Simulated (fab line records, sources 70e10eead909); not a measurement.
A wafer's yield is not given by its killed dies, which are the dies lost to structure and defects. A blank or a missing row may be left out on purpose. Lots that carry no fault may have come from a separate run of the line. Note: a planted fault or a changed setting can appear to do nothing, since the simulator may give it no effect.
A lot that was struck, set against a sound lot || flow nandHarc || 39 out of 1302 route steps
Sound: these wafers, L701.2, L701.3, L701.6. Wafers L712.1, L712.2, L712.3 were the ones struck. Last of all comes the cause.
Each step with rows lists, per side, the tool, then ch with its chambers, then its first start. Under that, the readings that differ: sound wafers || struck wafers || difference of the means || sigmas: that difference in standard deviations of wafers without a fault.
alike: readings with means less than 2 such deviations apart, plus words and numbers identical on both sides. not compared: withheld readings, readings lacking a value on some wafer, bounds such as >300 that could conceal the same value, and numbers that have no deviation in the record and whose values overlap.
Wherever a step has rows on one side only, a row that says differs or no value, or a row with sigmas, the two part there. Numbers that have no deviation but don't overlap get no sigmas and don't part them. A reading missing from all wafers of one side parts the sides only when that side holds two or more wafers.

first, 7 steps without rows for these wafers: NHARC_A_BONDPAD_COAT_33 (time 65 s); NHARC_A_BONDPAD_COAT_03 (resist thk 600 nm); NHARC_A_BONDPAD_SOFTBAKE_04 (time 70 s); NHARC_A_BONDPAD_EBR_05; NHARC_A_BONDPAD_EXPOSE_06 (exposes mask A BPAD); NHARC_A_BONDPAD_PEB_07 (peb time 80 s); NHARC_A_BONDPAD_DEVELOP_08 (time 50 s).
NHARC_A_BONDPAD_CD_MEAS_09: target cd 500 nm.
  sound on cdSem-02 ch 0, day 24 08:17; struck on cdSem-02 ch 0, day 29 01:22
  alike: cdNm
NHARC_A_BONDPAD_OVL_MEAS_35:
  sound: overlay-01 at day 24 08:22; struck: overlay-02 at day 29 01:27
  alike: overlayXNm, overlayYNm
then, 2 steps without rows for these wafers: NHARC_A_BONDPAD_HARDBAKE_10 (time 65 s); NHARC_A_BONDPAD_DESCUM_11 (chemistry O2, time 3 s).
NHARC_A_BONDPAD_ETCH_34: etches the open film in N2/H2, target depth 60 nm, overetch 18 nm, time 65.91 s.
  sound on rieDiel-06 ch 1,2, day 24 08:35; struck on rieDiel-06 ch 0,1,3, day 29 01:40
  alike: chamberPressureMTorr, drypumpMotorCurrentA, h2FlowSccm, oesProductAu, rfVppV, showerheadPlenumPTorr, throttleValvePct
  not compared: rfHoursCounterH
NHARC_A_BONDPAD_ETCH_12: etches the open film in CHF3/O2, target depth 220 nm, time 110 s.
  sound on rieDiel-06 ch 1,3, day 24 08:41; struck on rieDiel-06 ch 1,2,3, day 29 01:46
  alike: chamberPressureMTorr, chf3FlowSccm, drypumpMotorCurrentA, oesProductAu, rfVppV, showerheadPlenumPTorr, throttleValvePct
  not compared: rfHoursCounterH
NHARC_A_BONDPAD_CD_MEAS_13:
  sound: cdSem-01 at day 24 08:49; struck: cdSem-03 at day 29 01:53
  alike: cdNm
then, 5 steps without rows for these wafers: NHARC_A_BONDPAD_STRIP_15 (strips in O2); NHARC_A_BONDPAD_ETCH_24 (etches the open film in CF4/N2, target depth 30 nm, time 72.99 s); NHARC_A_BONDPAD_STRIP_16 (strips in post etch residue remover, time 600 s); NHARC_A_BONDPAD_DEGAS_25 (time 60 s); NHARC_A_BONDPAD_PRE_CLEAN_26 (time 30 s).
NHARC_A_BONDPAD_PVD_17: deposits TaN, target thk 5 nm, time 8.06 s.
  sound on pvdSputter-03; struck on pvdSputter-02
  alike: throttleValvePct
then, 2 steps without rows for these wafers: NHARC_A_BONDPAD_PVD_27 (deposits Cu, target thk 30 nm, time 20.49 s); NHARC_A_BONDPAD_ECD_18 (material Cu, target thk 400 nm).
NHARC_A_BONDPAD_ANNEAL_28: time 90 s.
  sound on rtpAnneal-02 ch 0, day 24 10:13; struck on rtpAnneal-02 ch 0, day 29 03:17
  alike: wafer_temp_C_max
NHARC_A_BONDPAD_CMP_19: polishes, t overpolish 30 s, cu recess touch 16 s, target thk 169.82 nm.
  sound on cmp-03 ch 1,2, day 24 10:31; struck on cmp-02 ch 1,2,3, day 29 03:38
  alike: motorCurrentA, overpolishRunS
NHARC_A_BONDPAD_THK_MEAS_20: measures by xrf.
  sound: filmMetro-01 at day 24 10:50; struck: filmMetro-02 at day 29 03:58
  alike: thkNm
then, 6 steps without rows for these wafers: NHARC_A_BONDPAD_SRD_21 (time 30 s, dry time 20 s); NHARC_HYBRID_BOND_ACTIVATE_00 (chemistry N2, time 60 s); NHARC_HYBRID_BOND_PRECLEAN_01 (cleans in DIW, time 300 s); NHARC_HYBRID_BOND_SRD_02 (time 30 s, dry time 20 s); NHARC_HYBRID_BOND_BOND_03; NHARC_HYBRID_BOND_ANNEAL_04 (time 7200 s).
NHARC_HYBRID_BOND_OVL_MEAS_05:
  sound: overlay-02 at day 24 20:33; struck: overlay-01 at day 29 13:51
  alike: overlayXNm, overlayYNm
following that, these wafers have no rows for 1 step: NHARC_THIN_TSV_GRIND_00.
NHARC_THIN_TSV_CMP_01: polishes.
  sound on cmp-02 ch 0,3, day 24 22:00; struck on cmp-04 ch 0,2,3, day 29 15:17
  alike: motorCurrentA
NHARC_THIN_TSV_THK_MEAS_02: measures by ir.
  sound: filmMetro-02 at day 24 22:14; struck: filmMetro-02 at day 29 15:32
  alike: thkNm
then, 3 steps without rows for these wafers: NHARC_THIN_TSV_SRD_03; NHARC_THIN_TSV_PRECLEAN_41 (cleans in SC1); NHARC_THIN_TSV_SRD_42.
NHARC_END_SORT_01:
  sound on prober-02 ch 0, day 25 15:02; struck on prober-02 ch 0, day 30 07:48
{"reading": "defectLimitedYield (%)", "sound": "89 87 87", "struck": "83 77 80", "difference": -8, "sigmas": -2}
{"reading": "killedAtArray", "sound": "70 83 77", "struck": "112 149 130", "difference": "+54", "sigmas": "+3"}
{"reading": "killedDies", "sound": "74 88 85", "struck": "117 154 134", "difference": "+53", "sigmas": "+3"}
  alike: killedAtOther, killedAtPeriphery, killedOpen, killedShort

WHERE THEY PART
Only at NHARC_END_SORT_01, within this record.

WHY: the cause the simulator had injected
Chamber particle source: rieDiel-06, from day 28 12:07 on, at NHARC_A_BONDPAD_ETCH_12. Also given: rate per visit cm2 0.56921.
